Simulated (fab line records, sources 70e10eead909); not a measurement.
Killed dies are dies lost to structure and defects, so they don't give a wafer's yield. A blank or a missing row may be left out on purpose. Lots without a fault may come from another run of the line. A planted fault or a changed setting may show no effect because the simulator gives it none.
fab line records | flow nand_harc
record lots=6 wafers=18 last_day=31
route steps=1302 shown P_M1@292 P_M2@318 END@1302
lots that met no fault: from a run of the same line without faults
start_h: hours from the record's first day to the start of the lot's first wafer shown | wait_h: hours since the lot's step before | " the same as in the row above | L1.1+2: a row that stands for several wafers | - no value, or no start given | * or withheld: withheld | < > ~ a bound
route shown NAME@n: a module of which the file shows steps, and the number in the route of the first | usual: mean/standard deviation of fault-free wafers | same: alike in all rows | chamber/n: place in a boat | sites: the reading at each site | _std_site: their standard deviation | _edge_site: outer sites' mean less inner sites' | radius_mm: how far each site lies from the wafer's centre | mask NAME#n: copy n | behind: the tool/chamber that last shaped the wafer | hold: why the lot was held/for how many hours/how that ended | device: the transistor (n, p or np) that didn't switch | end of line: the same wafers' tests at the end of the route | a step without rows: its recipe alone | killed: dies lost to structure and defects at the first sort, not the wafer's yield | map: a wafer's dies, x killed, . not, _ none there
set.NAME: the setting as run; set.NAME@STEP: as run at that earlier step | model.NAME: the simulator's own value behind a step, which no gauge read
lots at some steps of the route; a table a step, a row a wafer
services: from which hour (start_h, from the record's first day; less than 0 if before it) a tool's chamber was out of use, for how many hours, and why
## steps
# step NHARC_P_M1_EXPOSE_06
# recipe na=1.35 target_cd_nm=130 dose_mj=81.88 mask_id=P_M1
# step NHARC_P_M1_PEB_07
# recipe peb_temp_c=100 peb_time_s=65
# step NHARC_P_M1_DEVELOP_08
# recipe develop_time_s=35 dev_temp_c=23
# step NHARC_P_M1_CD_MEAS_09
# recipe target_cd_nm=130 landing_energy_ev=500
# usual cd_nm=130.0/0.69
# columns lot.wafer tool chamber start_h wait_h cd_nm
L740.2 cd_sem-02 0 188.91 - 129.6
L740.4 " 0 " " 129.2
L740.6 " 0 " " 129.7
L741.1 cd_sem-03 0 203.44 - 130.9
L741.2 " 0 " " 130.9
L741.5 " 0 " " 130.6
L742.2 cd_sem-03 0 206.77 - 130.2
L742.3 " 0 " " 128.9
L742.5 " 0 " " 129.0
L743.1 cd_sem-02 0 221.22 - 129.3
L743.3 " 0 " " 129.7
L743.5 " 0 " " 129.2
L749.2 cd_sem-01 0 279.95 - 129.2
L749.4 " 0 " " 129.6
L749.5 " 0 " " 130.4
L751.1 cd_sem-03 0 297.91 - 131.0
L751.2 " 0 " " 129.6
L751.5 " 0 " " 130.6
# step NHARC_P_M1_OVL_MEAS_10
# recipe pitch_nm=260
# usual overlay_x_nm=-0.1/0.69 overlay_y_nm=-0.3/0.76
# columns lot.wafer tool chamber start_h wait_h overlay_x_nm overlay_y_nm
L740.2 overlay-01 - 189.00 - -0.4 -0.1
L740.4 " - " " 0.6 -0.3
L740.6 " - " " 0.3 -0.4
L741.1 overlay-02 - 203.53 - 0.1 0.3
L741.2 " - " " -0.2 0.1
L741.5 " - " " 0.2 0.3
L742.2 overlay-01 - 206.86 - -0.1 0.1
L742.3 " - " " 0.0 -0.4
L742.5 " - " " 0.8 -0.6
L743.1 overlay-01 - 221.31 - 0.5 0.7
L743.3 " - " " 0.7 0.5
L743.5 " - " " 1.1 0.8
L749.2 overlay-02 - 280.04 - 0.3 1.1
L749.4 " - " " 0.0 0.1
L749.5 " - " " -0.1 0.8
L751.1 overlay-02 - 298.01 - -0.5 -1.0
L751.2 " - " " -0.2 -0.8
L751.5 " - " " -0.3 -0.8
# step NHARC_P_M1_INSPECT_11
# usual raw_defect_count=5/3
# columns lot.wafer tool chamber start_h wait_h raw_defect_count
L740.2 defect_inspect-01 - 189.04 0.0 6
L740.4 " - " " 8
L740.6 " - " " 4
L741.1 defect_inspect-02 - 203.56 0.0 3
L741.2 " - " " 1
L741.5 " - " " 3
L742.2 defect_inspect-01 - 206.89 0.0 6
L742.3 " - " " 6
L742.5 " - " " 3
L743.1 defect_inspect-01 - 221.34 0.0 0
L743.3 " - " " 1
L743.5 " - " " 4
L749.2 defect_inspect-01 - 280.08 0.0 5
L749.4 " - " " 3
L749.5 " - " " 2
L751.1 defect_inspect-02 - 298.04 0.0 16
L751.2 " - " " 18
L751.5 " - " " 9
# step NHARC_P_M1_DESCUM_14
# recipe time_s=3 o2_flow_sccm=200 ar_flow_sccm=0 bias_power_w=0 chemistry=O2
# step NHARC_P_M1_ETCH_35
# recipe target_depth_a=400 overetch_a=120 time_s=43.94 ion_energy_ev=200 n2_flow_sccm=150 h2_flow_sccm=150 ar_flow_sccm=0 rf_w=400 bias_w=150 chemistry=N2/H2
# step NHARC_P_M1_ETCH_15
# recipe target_depth_a=1825 time_s=91.2 c4f8_flow_sccm=withheld ar_flow_sccm=400 rf_w=600 bias_w=300 chemistry=C4F8/Ar
# step NHARC_P_M1_CD_MEAS_16
# usual cd_nm=130.0/0.78
# columns lot.wafer tool chamber start_h wait_h cd_nm
L740.2 cd_sem-02 - 189.44 - 130.7
L740.4 " - " " 129.1
L740.6 " - " " 130.7
L741.1 cd_sem-02 - 203.93 - 131.0
L741.2 " - " " 131.3
L741.5 " - " " 131.0
L742.2 cd_sem-02 - 207.26 - 130.2
L742.3 " - " " 128.5
L742.5 " - " " 129.4
L743.1 cd_sem-02 - 221.76 - 129.3
L743.3 " - " " 128.4
L743.5 " - " " 128.7
L749.2 cd_sem-03 - 280.44 - 130.1
L749.4 " - " " 128.9
L749.5 " - " " 131.1
L751.1 cd_sem-01 - 298.46 - 131.0
L751.2 " - " " 128.7
L751.5 " - " " 130.5
# step NHARC_P_M1_STRIP_18
# recipe power_w=1000 n2_flow_sccm=150 h2_flow_sccm=150 ar_flow_sccm=0 bias_w=0 chemistry=N2/H2
# step NHARC_P_M1_ETCH_28
# recipe target_depth_a=300 over_etch_frac=0.3 time_s=72.99 ion_energy_ev=150 cf4_flow_sccm=50 n2_flow_sccm=100 ar_flow_sccm=150 rf_w=300 bias_w=100 chemistry=CF4/N2
# usual bias_w=100.03/0.3 drypump_motor_current_A=5.5/0.49 oes_product_au=1.001/0.0099 rf_vpp_V=314.4/2 showerhead_plenum_p_Torr=2.64/0.11 throttle_valve_pct=19.794/0.0075
# same over_etch_frac=0.3
# columns lot.wafer tool chamber start_h wait_h bias_w drypump_motor_current_A oes_product_au rf_hours_counter_h rf_vpp_V showerhead_plenum_p_Torr throttle_valve_pct
L740.4 rie_diel-01 3 - - 100.02 5.8 1.021 48 310.8 2.44 19.800
L740.2 " 0 " " 100.05 5.4 0.994 51 314.4 2.67 19.801
L740.6 " 1 " " 99.97 6.4 0.999 - 312.3 2.51 19.787
L741.2 rie_diel-04 2 - - 99.67 5.2 1.013 1 312.3 2.53 19.799
L741.1 " 0 " " 99.83 5.8 1.005 1 315.8 2.69 19.812
L741.5 " 2 " " 99.73 5.2 1.001 - 312.4 2.53 19.804
L742.3 rie_diel-04 3 - - 100.50 5.2 1.007 2 317.0 2.77 19.784
L742.2 " 2 " " 100.24 5.2 1.002 1 312.4 2.53 19.790
L742.5 " 0 " " 99.87 5.8 0.993 - 316.0 2.69 19.794
L743.1 rie_diel-10 1 - - 99.82 5.1 1.002 8 313.2 2.51 19.790
L743.3 " 3 " " 99.90 5.0 0.991 10 312.2 2.46 19.787
L743.5 " 1 " " 100.17 5.1 1.002 - 312.0 2.50 19.804
L749.2 rie_diel-04 3 - - 100.32 5.2 1.020 8 316.8 2.76 19.791
L749.4 " 0 " " 100.00 5.8 0.993 9 316.0 2.68 19.786
L749.5 " 2 " " 99.48 5.2 0.997 - 312.2 2.53 19.783
L751.1 rie_diel-01 1 - - 99.74 6.4 1.008 31 312.0 2.50 19.794
L751.2 " 3 " " 100.18 5.8 0.993 25 318.3 2.83 19.805
L751.5 " 3 " " 99.98 5.8 0.998 - 317.0 2.83 19.789
# step NHARC_P_M1_STRIP_19
# recipe time_s=600 temp_c=30 chemistry=post_etch_residue_remover
# columns lot.wafer tool chamber start_h wait_h
L740.6+2+4 wet_bench-10 6,7,0 189.90 -
L741.2+5+1 wet_bench-08 0,1,2 204.38 -
L742.3+5+2 wet_bench-08 3,6,7 207.70 -
L743.5+1+3 wet_bench-10 6,0,3 222.21 -
L749.5+4+2 wet_bench-10 7,0,1 280.91 -
L751.1+5+2 wet_bench-10 2,3,5 299.03 -
# step NHARC_P_M1_DEGAS_29
# recipe temp_c=250 time_s=60
# step NHARC_P_M1_PRE_CLEAN_30
# recipe time_s=30 temp_c=280 gas=H2/He
# usual heater_power_w=406/34
# columns lot.wafer tool chamber start_h wait_h heater_power_w
L740.4 pvd_sputter-03 - - - 406
L740.2 " - " " 395
L740.6 " - " " 436
L741.1 pvd_sputter-01 - - - 473
L741.2 " - " " 437
L741.5 " - " " 375
L742.2 pvd_sputter-03 - - - 451
L742.3 " - " " 384
L742.5 " - " " 407
L743.3 pvd_sputter-01 - - - 429
L743.1 " - " " 468
L743.5 " - " " 363
L749.4 pvd_sputter-02 - - - 419
L749.2 " - " " 377
L749.5 " - " " 344
L751.2 pvd_sputter-03 - - - 445
L751.1 " - " " 390
L751.5 " - " " 438
# step NHARC_P_M1_PVD_20
# recipe target_thk_a=50 bias_v=168.6 power_w=15000 chamber_pressure_pa=0.12 time_s=8.06 substrate_temp_c=50 material=TaN
# usual bias_v=168.2/1.7 throttle_valve_pct=29.9/0.86
# columns lot.wafer tool chamber start_h wait_h bias_v throttle_valve_pct
L740.4 pvd_sputter-03 - - - 167.2 29.3
L740.2 " - " " 167.5 30.0
L740.6 " - " " 171.8 30.6
L741.2 pvd_sputter-01 - - - 171.4 30.4
L741.1 " - " " 167.0 30.8
L741.5 " - " " 172.0 30.1
L742.2 pvd_sputter-03 - - - 169.7 29.7
L742.3 " - " " 172.4 29.3
L742.5 " - " " 168.4 29.4
L743.1 pvd_sputter-01 - - - 167.3 30.4
L743.3 " - " " 168.6 29.3
L743.5 " - " " 165.8 30.3
L749.2 pvd_sputter-02 - - - 168.1 31.4
L749.4 " - " " 167.6 30.5
L749.5 " - " " 167.2 31.6
L751.2 pvd_sputter-03 - - - 168.0 29.4
L751.1 " - " " 165.3 29.4
L751.5 " - " " 165.1 30.6
# step NHARC_P_M1_PVD_21
# recipe target_thk_a=300 chamber_pressure_pa=5 power_w=5000 substrate_temp_c=30 time_s=20.49 material=Cu
# step NHARC_P_M1_ECD_22
# recipe target_thk_a=4000 bath_temp_c=25 material=Cu
# step NHARC_P_M1_ANNEAL_31
# recipe temp_c=225 time_s=90
# usual anneal_temp_c_max=226.33/0.3 wafer_temp_C_max=226.1/0.31
# columns lot.wafer tool chamber start_h wait_h anneal_temp_c_max wafer_temp_C_max
L740.2 rtp_anneal-01 0 190.94 0.4 226.46 226.5
L740.4 " 0 " " 226.56 226.0
L740.6 " 0 " " 226.62 226.8
L741.1 rtp_anneal-01 0 205.38 - 226.58 226.3
L741.2 " 0 " " 226.25 225.9
L741.5 " 0 " " 226.86 226.4
L742.2 rtp_anneal-01 0 208.76 - 226.28 226.7
L742.3 " 0 " " 225.99 226.4
L742.5 " 0 " " 226.80 226.5
L743.1 rtp_anneal-01 0 223.21 - 226.71 226.3
L743.3 " 0 " " 226.31 226.4
L743.5 " 0 " " 226.80 226.4
L749.2 rtp_anneal-01 0 281.95 - 226.16 226.2
L749.4 " 0 " " 225.88 226.0
L749.5 " 0 " " 226.36 225.8
L751.1 rtp_anneal-02 0 300.06 0.3 226.48 225.8
L751.2 " 0 " " 226.10 226.5
L751.5 " 0 " " 226.04 225.9
# step NHARC_P_M1_CMP_23
# recipe t_overpolish_s=20 target_thk_nm=157.82
# step NHARC_P_M1_THK_MEAS_24
# recipe thk_meas_gauge=xrf
# usual thk_nm=157.7/1.6
# columns lot.wafer tool chamber start_h wait_h thk_nm
L740.2 film_metro-01 - 191.55 - 159.7
L740.4 " - " " 161.4
L740.6 " - " " 159.8
L741.1 film_metro-01 - 206.04 - 157.8
L741.2 " - " " 156.7
L741.5 " - " " 159.0
L742.2 film_metro-01 - 209.37 - 159.3
L742.3 " - " " 156.8
L742.5 " - " " 155.5
L743.1 film_metro-02 - 223.87 - 157.7
L743.3 " - " " 159.0
L743.5 " - " " 156.4
L749.2 film_metro-02 - 282.55 - 155.7
L749.4 " - " " 157.9
L749.5 " - " " 155.3
L751.1 film_metro-01 - 300.72 - 155.1
L751.2 " - " " 156.0
L751.5 " - " " 158.4
# step NHARC_P_M1_SRD_25
# step NHARC_P_M1_PRE_CLEAN_32
# recipe time_s=12 temp_c=370 rf_power_w=300 gas=NH3
# usual heater_power_w=666/82
# columns lot.wafer tool chamber start_h wait_h heater_power_w
L740.2 pecvd-01 1 191.79 0.1 565
L740.4 " 1 " " 568
L740.6 " 2 " " 757
L741.2 pecvd-04 0 206.26 0.1 635
L741.1 " 2 " " 634
L741.5 " 2 " " 629
L742.2 pecvd-01 1 209.61 0.1 630
L742.3 " 2 " " 749
L742.5 " 1 " " 613
L743.3 pecvd-04 1 224.11 0.1 604
L743.1 " 2 " " 581
L743.5 " 2 " " 553
L749.2 pecvd-01 0 282.79 0.1 883
L749.5 " 2 " " 666
L749.4 " 1 " " 677
L751.1 pecvd-01 2 300.98 0.1 777
L751.2 " 0 " " 818
L751.5 " 0 " " 795
# step NHARC_P_M1_DEP_33
# recipe target_thk_a=300 temp_c=370 target_thk_nm=30 pressure_torr=3 flow_sccm=200 rf_w=450 material=SiCN
# step NHARC_P_M2_DEP_00
# recipe target_thk_a=1825 target_thk_nm=182.5 temp_c=withheld pressure_torr=5 flow_sccm=200 rf_w=600 material=SiOC
# step NHARC_P_M2_DEHYDRATE_01
# recipe temp_c=150 time_s=120
# step NHARC_P_M2_HMDS_02
# recipe time_s=30
# step NHARC_P_M2_COAT_34
# recipe temp_c=200 time_s=65
# step NHARC_P_M2_COAT_03
# recipe spin_rpm=1500 resist_thk_nm=90
# step NHARC_P_M2_SOFTBAKE_04
# recipe temp_c=105 time_s=55
# step NHARC_P_M2_EBR_05
# step NHARC_P_M2_EXPOSE_06
# recipe na=1.35 target_cd_nm=170 dose_mj=80.78 mask_id=P_M2
# step NHARC_P_M2_PEB_07
# recipe peb_temp_c=100 peb_time_s=65
# step NHARC_P_M2_DEVELOP_08
# recipe develop_time_s=35 dev_temp_c=23
# step NHARC_P_M2_CD_MEAS_09
# recipe target_cd_nm=170 landing_energy_ev=500
# usual cd_nm=170.1/0.63
# columns lot.wafer tool chamber start_h wait_h cd_nm
L740.2 cd_sem-01 0 193.11 - 170.7
L740.4 " 0 " " 169.6
L740.6 " 0 " " 168.7
L741.1 cd_sem-02 0 207.46 - 169.1
L741.2 " 0 " " 169.5
L741.5 " 0 " " 169.9
L742.2 cd_sem-01 0 210.92 - 171.2
L742.3 " 0 " " 171.0
L742.5 " 0 " " 170.5
L743.1 cd_sem-01 0 225.29 - 170.6
L743.3 " 0 " " 170.7
L743.5 " 0 " " 169.6
L749.2 cd_sem-02 0 284.08 - 169.8
L749.4 " 0 " " 170.0
L749.5 " 0 " " 169.4
L751.1 cd_sem-03 0 302.33 - 170.7
L751.2 " 0 " " 171.1
L751.5 " 0 " " 170.0
# step NHARC_P_M2_OVL_MEAS_10
# recipe pitch_nm=340
# usual overlay_x_nm=-0.1/1.1 overlay_y_nm=0.0/0.89
# columns lot.wafer tool chamber start_h wait_h overlay_x_nm overlay_y_nm
L740.2 overlay-02 - 193.19 - -0.9 0.6
L740.4 " - " " -1.0 0.7
L740.6 " - " " -0.4 0.3
L741.1 overlay-01 - 207.55 - 0.6 -0.1
L741.2 " - " " 0.5 -0.5
L741.5 " - " " 0.1 -0.6
L742.2 overlay-02 - 211.01 - 0.7 1.3
L742.3 " - " " 0.5 0.9
L742.5 " - " " 0.6 0.9
L743.1 overlay-02 - 225.37 - -1.0 -2.1
L743.3 " - " " -1.2 -1.6
L743.5 " - " " -1.4 -2.2
L749.2 overlay-02 - 284.17 - -0.5 0.3
L749.4 " - " " -0.4 0.7
L749.5 " - " " -0.8 -0.1
L751.1 overlay-02 - 302.42 - 0.3 0.9
L751.2 " - " " 0.5 0.4
L751.5 " - " " 0.1 0.7
# step NHARC_P_M2_DESCUM_14
# recipe time_s=3 o2_flow_sccm=200 ar_flow_sccm=0 bias_power_w=0 chemistry=O2
# step NHARC_P_M2_ETCH_35
# recipe target_depth_a=400 overetch_a=120 time_s=43.94 ion_energy_ev=200 n2_flow_sccm=150 h2_flow_sccm=150 ar_flow_sccm=0 rf_w=400 bias_w=150 chemistry=N2/H2
# step NHARC_P_M2_ETCH_15
# recipe target_depth_a=1825 time_s=91.2 c4f8_flow_sccm=withheld ar_flow_sccm=400 rf_w=600 bias_w=300 chemistry=C4F8/Ar
# step NHARC_END_SORT_01
# recipe temp_c=25
# usual defect_limited_yield=91.1/2.9 killed_at_array=55/20 killed_at_other=1.1/1.2 killed_at_periphery=3.8/2.8 killed_dies=60/19 killed_open=3.4/1.9 killed_short=2.2/1.5
# same gross_dies=677
# columns lot.wafer tool chamber start_h wait_h defect_limited_yield[%] killed_at_array killed_at_other killed_at_periphery killed_dies killed_open killed_short
L741.1 prober-02 0 633.31 2.5 94.1 36 4 0 40 3 7
L741.2 prober-02 0 634.11 2.8 95.6 29 1 0 30 2 1
L741.5 prober-02 0 636.51 3.7 95.7 22 4 3 29 3 2
L749.2 prober-02 0 706.12 2.8 79.9 79 0 57 136 5 1
L749.4 prober-02 0 707.72 3.4 79.2 63 0 78 141 2 2
L749.5 prober-02 0 708.52 3.7 77.7 76 1 74 151 1 2
L751.1 prober-01 0 735.49 2.5 82.6 36 1 81 118 2 2
L751.2 prober-01 0 736.30 2.8 83.3 50 0 63 113 4 2
L751.5 prober-01 0 738.70 3.7 82.1 35 1 85 121 4 1
# killed by level:class
L741.1 A_CHANNEL_HOLE_D2:chamber_film_flake=16 A_CHANNEL_HOLE_D1:chamber_film_flake=5 A_ONON_D2:geometric_particle:short=2 A_WL_FILL:geometric_particle:short=2 A_STAIRCASE:chamber_film_flake=2 A_CONTACT:chamber_film_flake=2 THIN_TSV:chamber_film_flake=2 A_CHANNEL_FILL_D1:geometric_particle:open=1
L741.2 A_CHANNEL_HOLE_D2:chamber_film_flake=12 A_SLIT:chamber_film_flake=3 A_CONTACT:chamber_film_flake=3 A_ZERO_WELL:chamber_film_flake=2 A_CHANNEL_HOLE_D1:chamber_film_flake=2 A_STAIRCASE:chamber_film_flake=2 A_SOURCE_PLATE:geometric_particle:open=1 A_CHANNEL_FILL_D1:geometric_particle:open=1
L741.5 A_CHANNEL_HOLE_D2:chamber_film_flake=11 A_CHANNEL_HOLE_D1:chamber_film_flake=4 THIN_TSV:chamber_film_flake=4 P_M0:geometric_particle:open=1 P_M2:geometric_particle:short=1 A_WL_FILL:geometric_particle:open=1 A_WL_FILL:geometric_particle:short=1 A_BLC:geometric_particle:open=1
L749.2 P_M1:unspecified=52 A_SLIT:chamber_film_flake=37 A_CHANNEL_HOLE_D1:chamber_film_flake=30 P_GATE:chamber_film_flake=3 A_CONTACT:chamber_film_flake=3 A_DECK1_JOINT:geometric_particle:open=2 A_ZERO_WELL:chamber_film_flake=2 P_GATE:geometric_particle:short=1
L749.4 P_M1:unspecified=75 A_SLIT:chamber_film_flake=39 A_CHANNEL_HOLE_D1:chamber_film_flake=18 P_STI:chamber_film_flake=2 A_DECK1_JOINT:geometric_particle:open=1 A_CHANNEL_FILL_D2:geometric_particle:short=1 A_WL_FILL:geometric_particle:short=1 A_CONTACT:geometric_particle:open=1
L749.5 P_M1:unspecified=71 A_SLIT:chamber_film_flake=34 A_CHANNEL_HOLE_D1:chamber_film_flake=33 A_DECK1_JOINT:chamber_film_flake=3 P_GATE:chamber_film_flake=2 A_ZERO_WELL:chamber_film_flake=2 P_M0:geometric_particle:open=1 A_SOURCE_PLATE:geometric_particle:short=1
L751.1 P_M1:unspecified=69 A_CHANNEL_HOLE_D1:chamber_film_flake=28 P_GATE:chamber_film_flake=8 A_STAIRCASE:chamber_film_flake=2 A_CONTACT:chamber_film_flake=2 P_M0:geometric_particle:open=1 A_SOURCE_PLATE:geometric_particle:short=1 A_CHANNEL_FILL_D1:geometric_particle:short=1
L751.2 P_M1:unspecified=47 A_CHANNEL_HOLE_D1:chamber_film_flake=39 P_GATE:chamber_film_flake=9 P_STI:chamber_film_flake=4 A_SLIT:chamber_film_flake=4 A_WL_FILL:chamber_film_flake=2 P_CONTACT:geometric_particle:open=1 P_M0:geometric_particle:open=1
L751.5 P_M1:unspecified=74 A_CHANNEL_HOLE_D1:chamber_film_flake=22 P_CONTACT:chamber_film_flake=4 A_CONTACT:chamber_film_flake=4 P_GATE:chamber_film_flake=3 A_M0:chamber_film_flake=2 P_GATE:geometric_particle:open=1 P_CONTACT:geometric_particle:open=1
# map L749.5 (x killed, . not)
____________.____________
_________.....x._________
_______..........._______
______.............______
_____..............._____
____.................____
____.................____
___..........x........___
___.......x.....x.....___
__x.....x..............__
__.............x.......__
_......................x_
_.............x........._
_......................._
_.....x................._
_xx.x.....x............._
x...x....................
.xxx....x................
xxxxx...........x........
xxxxx........x...........
xxxx...........x....x....
_..xx.........x...x....._
_xx.x........x...x..x..._
_.x.......xxx.x.x.x.x..._
_xxx......xxxxxx...x.x.._
_x..x....xxxxxxx.xxxx..x_
__......xxxxxxxx.x.xxx.__
__.......xxxxxxx.xxxx..__
___......xxxxxxx.x.xx.___
___......xxxxxxxxxxxx.___
____......xxxxx.xxxx.____
____....x..xxxxxx.x.x____
_____......xxx......_____
______.....x.xxx...______
_______..........._______
_________......._________
____________.____________
# map L751.5 (x killed, . not)
____________.____________
_________......._________
_______..........._______
______.............______
_____..............x_____
____.............x...____
____..............x..____
___..x................___
___...................___
__.............x.......__
__........x...x........__
_..............x........_
_...............x......._
_..x.........x......x..._
_......................._
_.................x....._
..x..........x...........
xxx.x....................
xx.......................
.xxx.....................
.xxxx....................
_xxxx.............x..x.._
_.x.x.x..x.............._
_.x...x...x........x...._
_xx...xxxxx...x........._
_.....xxxxxx............_
__....xxxxxxx..........__
__..x.xxxxxx...........__
___.xxxxxxxxx.........___
___.xxxxxxxxx.........___
____.xxxxxxx.x.....x.____
____.xxxxxxxx........____
_____.xxxxxx........_____
______.xxxxxx......______
_______xxx........_______
_________.x....._________
____________.____________
## services
# columns tool chamber start_h hours kind
pvd_sputter-01 - 168.93 4.1 repair
pvd_sputter-03 - 170.04 10.0 pm
rie_diel-04 - 177.90 9.0 pm
rie_diel-04 0 177.90 9.0 vent_cycle
rie_diel-04 1 177.90 9.0 vent_cycle
rie_diel-04 2 177.90 9.0 vent_cycle
rie_diel-04 3 177.90 9.0 vent_cycle
rie_diel-10 3 183.97 5.1 repair
rie_diel-10 - 192.03 2.6 repair
rie_diel-01 - 204.57 9.0 pm
pvd_sputter-01 - 223.04 2.9 repair
pvd_sputter-01 - 226.67 10.0 pm
pecvd-01 1 227.25 32.9 repair
rie_diel-10 - 242.50 9.0 pm
pecvd-01 0 242.97 6.8 repair
rie_diel-10 0 257.49 6.3 repair
rie_diel-04 3 262.61 12.8 repair
pecvd-04 - 269.63 13.0 pm
pvd_sputter-02 - 269.72 1.4 repair
pvd_sputter-02 - 282.96 10.0 pm
pecvd-01 0 285.23 3.5 repair
rie_diel-01 2 288.57 21.9 repair
rie_diel-04 - 290.35 15.8 repair
wet_bench-08 - 294.40 8.0 pm
## key
first_sign step=NHARC_END_SORT_01 reading=killed_at_periphery direction=up sigmas=25 usual=3.8 struck=73
effect step=NHARC_END_SORT_01 reading=defect_limited_yield direction=down sigmas=3.6 usual=91.1 struck=80.8
more_kills_born_at NHARC_P_M1_STRIP_19@wet_bench-10=388
met_at NHARC_P_M1_STRIP_19
struck_wafers L749.2,L749.4,L749.5,L751.1,L751.2,L751.5
onset_between 222.21 280.91
also_fits time
fault kind=chamber_particle_source tool=wet_bench-10 chamber=- onset_h=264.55 steps=NHARC_P_M1_STRIP_19 rate_per_visit_cm2=0.55277 end_h=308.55
